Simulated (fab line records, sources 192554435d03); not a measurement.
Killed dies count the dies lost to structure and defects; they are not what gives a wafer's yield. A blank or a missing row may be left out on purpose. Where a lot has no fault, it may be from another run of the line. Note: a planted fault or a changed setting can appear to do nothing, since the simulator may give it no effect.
Which of the tools did it? | flow n5 finfet | 12 lots with 36 wafers sampled at 4 steps, on a route of 1938 steps

WHAT EACH GAUGE READ, for each wafer
No reading from a measuring or inspecting step in the record can be judged against a usual standard deviation.

TOOL THAT RAN EACH LOT (tool first, then ch and the chambers of the sampled wafers, then the start)
lot  | N5_GATE_CUT_VAPOR_ETCH_48         | N5_PASSIVATION_AL_ETCH_33         | N5_PASSIVATION_STRIP_48            | N5_PASSIVATION_PROBE_49
L741 | rie metal-03 ch 0,1, day 4 12:31  | rie metal-03 ch 0,1, day 13 14:37 | rie diel-02 ch 0,3, day 13 16:49   | prober-01, day 13 19:26
L743 | rie metal-03 ch 0,1, day 4 23:00  | rie metal-01 ch 0, day 15 05:47   | rie diel-04 ch 2,3, day 15 08:20   | prober-01, day 15 10:50
L745 | rie metal-03 ch 0,1, day 5 13:05  | rie metal-02 ch 0,1, day 15 22:58 | rie diel-05 ch 0,2,3, day 16 01:14 | prober-02, day 16 03:44
L747 | rie metal-01 ch 1, day 5 23:29    | rie metal-01 ch 0,1, day 16 11:11 | rie diel-05 ch 0,2, day 16 13:26   | prober-02, day 16 16:20
L748 | rie metal-03 ch 0,1, day 6 07:52  | rie metal-02 ch 0,1, day 16 11:53 | rie diel-05 ch 0,2,3, day 16 14:32 | prober-01, day 16 17:25
L758 | rie metal-03 ch 0,1, day 9 07:17  | rie metal-03 ch 0,1, day 18 18:26 | rie diel-05 ch 1,2,3, day 18 20:38 | prober-01, day 18 23:11
L759 | rie metal-02 ch 0,1, day 9 09:38  | rie metal-01 ch 0,1, day 17 18:47 | rie diel-05 ch 0,1,2, day 17 21:07 | prober-01, day 17 23:45
L760 | rie metal-03 ch 0,1, day 9 20:53  | rie metal-02 ch 0,1, day 18 22:29 | rie diel-02 ch 0,1, day 19 00:43   | prober-02, day 19 03:19
L762 | rie metal-03 ch 0,1, day 10 05:30 | rie metal-01 ch 0,1, day 20 21:30 | rie diel-02 ch 0,2,3, day 20 23:49 | prober-02, day 21 02:19
L764 | rie metal-03 ch 0,1, day 10 08:07 | rie metal-03 ch 0,1, day 19 17:34 | rie diel-05 ch 1,2,3, day 19 19:46 | prober-02, day 19 22:15
L761 | rie metal-03 ch 0,1, day 10 11:16 | rie metal-01 ch 0,1, day 20 17:37 | rie diel-02 ch 0,2,3, day 20 19:57 | prober-02, day 20 22:26
L763 | rie metal-01 ch 0,1, day 10 11:41 | rie metal-01 ch 0,1, day 20 02:17 | rie diel-05 ch 0,1, day 20 06:04   | prober-02, day 20 08:33
- N5_GATE_CUT_VAPOR_ETCH_48: etches TiN in BCl3/Cl2.
- N5_PASSIVATION_AL_ETCH_33: etches Al in Cl2/BCl3, stops on TaN, target depth 2800 nm, time 466.7 s.
- N5_PASSIVATION_STRIP_48: strips in O2.
- N5_PASSIVATION_PROBE_49

AS READ BY THE TOOLS THEMSELVES (means over the sampled wafers that have a number; for cases with no such wafer, the mark the record gives instead)
N5_GATE_CUT_VAPOR_ETCH_48. Usual: drypump motor current A 6.1 A, standard deviation 0.41; oes product au 0.81 a.u., standard deviation 0.099.
lot  | tool         | drypump motor current A (A) | oes product au (a.u.) | flag
L741 | rie metal-03 | 5.9                         | 0.79                  |
L743 | rie metal-03 | 6.0                         | 0.79                  |
L745 | rie metal-03 | 6.0                         | 0.78                  |
L747 | rie metal-01 | 6.6                         | 0.82                  |
L748 | rie metal-03 | 6.0                         | 0.77                  |
L758 | rie metal-03 | 6.0                         | 0.88                  |
L759 | rie metal-02 | 5.8                         | 0.94                  |
L760 | rie metal-03 | 6.0                         | 0.86                  |
L762 | rie metal-03 | 6.0                         | 0.86                  |
L764 | rie metal-03 | 5.9                         | 0.85                  |
L761 | rie metal-03 | 6.3                         | 0.89                  |
L763 | rie metal-01 | 6.4                         | 0.79                  |

N5_PASSIVATION_AL_ETCH_33. Usual: drypump motor current A 6.1 A, standard deviation 0.4; oes product au 0.71 a.u., standard deviation 0.039; throttle valve pct 34.28 %, standard deviation 0.096.
lot  | tool         | drypump motor current A (A) | oes product au (a.u.) | throttle valve pct (%) | flag
L741 | rie metal-03 | 5.9                         | 0.74                  | 34.28                  |
L743 | rie metal-01 | 6.1                         | 0.69                  | 34.15                  |
L745 | rie metal-02 | 5.9                         | 0.75                  | 34.26                  |
L747 | rie metal-01 | 6.4                         | 0.68                  | 34.31                  |
L748 | rie metal-02 | 5.9                         | 0.75                  | 34.27                  |
L758 | rie metal-03 | 6.0                         | 0.71                  | 34.29                  |
L759 | rie metal-01 | 6.4                         | 0.68                  | 34.30                  |
L760 | rie metal-02 | 6.2                         | 0.72                  | 34.28                  |
L762 | rie metal-01 | 6.4                         | 0.65                  | 34.34                  |
L764 | rie metal-03 | 6.3                         | 0.73                  | 34.35                  |
L761 | rie metal-01 | 6.2                         | 0.67                  | 34.19                  |
L763 | rie metal-01 | 6.4                         | 0.66                  | 34.33                  |

N5_PASSIVATION_STRIP_48. Usual: drypump motor current A 5.8 A, standard deviation 0.39; oes product au 0.82 a.u., standard deviation 0.11; rf vpp V 3.5 V, standard deviation 2.2; showerhead plenum p Torr 2.08 Torr, standard deviation 0.04; throttle valve pct 16.54 %, standard deviation 0.25.
lot  | tool        | drypump motor current A (A) | oes product au (a.u.) | rf vpp V (V) | showerhead plenum p Torr (Torr) | throttle valve pct (%) | flag
L741 | rie diel-02 | 5.9                         | 0.91                  | 2.2          | 2.12                            | 16.49                  |
L743 | rie diel-04 | 5.9                         | 0.78                  | 3.5          | 2.09                            | 16.66                  |
L745 | rie diel-05 | 5.8                         | 0.77                  | 2.2          | 2.10                            | 16.61                  |
L747 | rie diel-05 | 6.0                         | 0.78                  | 2.2          | 2.07                            | 16.63                  |
L748 | rie diel-05 | 5.8                         | 0.78                  | 1.5          | 2.10                            | 16.57                  |
L758 | rie diel-05 | 5.8                         | 0.87                  | 4.3          | 2.07                            | 16.38                  |
L759 | rie diel-05 | 6.0                         | 0.78                  | 2.8          | 2.05                            | 16.55                  |
L760 | rie diel-02 | 6.0                         | 0.82                  | 3.9          | 2.08                            | 16.59                  |
L762 | rie diel-02 | 5.7                         | 0.85                  | 3.4          | 2.09                            | 16.69                  |
L764 | rie diel-05 | 5.8                         | 0.86                  | 2.7          | 2.07                            | 16.38                  |
L761 | rie diel-02 | 5.6                         | 0.84                  | 2.7          | 2.09                            | 16.66                  |
L763 | rie diel-05 | 6.2                         | 0.69                  | 2.1          | 2.05                            | 16.80                  |

N5_PASSIVATION_PROBE_49. Usual: killed_at_M0_to_M3 37, standard deviation 12; killed_at_M4_up 15, standard deviation 5.6; killed at contacts 13, standard deviation 6.9; killed at front end 40, standard deviation 11; killed at other 4, standard deviation 3.2; killed dies 109, standard deviation 20; killed on rim 14, standard deviation 4.3; killed open 73, standard deviation 15; killed short 35, standard deviation 8.3.
lot  | tool      | killed_at_M0_to_M3 | killed_at_M4_up | killed at contacts | killed at front end | killed at other | killed dies | killed on rim | killed open | killed short | flag
L741 | prober-01 | 39                 | 12              | 21                 | 44                  | 5               | 120         | 13            | 90          | 30           |
L743 | prober-01 | 35                 | 10              | 14                 | 38                  | 7               | 104         | 12            | 63          | 41           |
L745 | prober-02 | 28                 | 10              | 18                 | 162                 | 3               | 221         | 18            | 61          | 35           | OFF
L747 | prober-02 | 37                 | 12              | 11                 | 57                  | 4               | 119         | 16            | 83          | 36           |
L748 | prober-01 | 35                 | 13              | 24                 | 165                 | 6               | 244         | 22            | 81          | 38           | OFF
L758 | prober-01 | 31                 | 19              | 11                 | 44                  | 4               | 109         | 12            | 72          | 36           |
L759 | prober-01 | 50                 | 15              | 30                 | 30                  | 2               | 128         | 15            | 86          | 40           |
L760 | prober-02 | 31                 | 16              | 13                 | 43                  | 1               | 104         | 16            | 69          | 36           |
L762 | prober-02 | 36                 | 16              | 9                  | 43                  | 4               | 108         | 10            | 73          | 33           |
L764 | prober-02 | 25                 | 20              | 20                 | 46                  | 2               | 113         | 17            | 82          | 30           |
L761 | prober-02 | 30                 | 18              | 15                 | 45                  | 6               | 114         | 17            | 77          | 35           |
L763 | prober-02 | 27                 | 12              | 9                  | 31                  | 7               | 85          | 14            | 52          | 33           |

THE ANSWER, worked out from the rows above alone
Rule: a lot counts as off when the mean over its wafers that have a number is more than 3 standard deviations away from the usual mean. Also off: a lot with no number at a reading for which 4 or more lots have one. Any other lot the step has rows for is counted as sound. Order of review: gauges by route order, followed by the tools' own readings, for which a lot's mean as printed above is used. The first step at which some lot is off is used, and at that step the reading that is off furthest; a lot without a number counts as furthest.
Off: L745, L748 (N5_PASSIVATION_PROBE_49, killed at front end).
If a tool, at that step or one of the process steps before it, ran each lot that is off and ran no sound lot following the first of them, it fits. None of those tried fits.

WHAT THE SIMULATOR PUT IN
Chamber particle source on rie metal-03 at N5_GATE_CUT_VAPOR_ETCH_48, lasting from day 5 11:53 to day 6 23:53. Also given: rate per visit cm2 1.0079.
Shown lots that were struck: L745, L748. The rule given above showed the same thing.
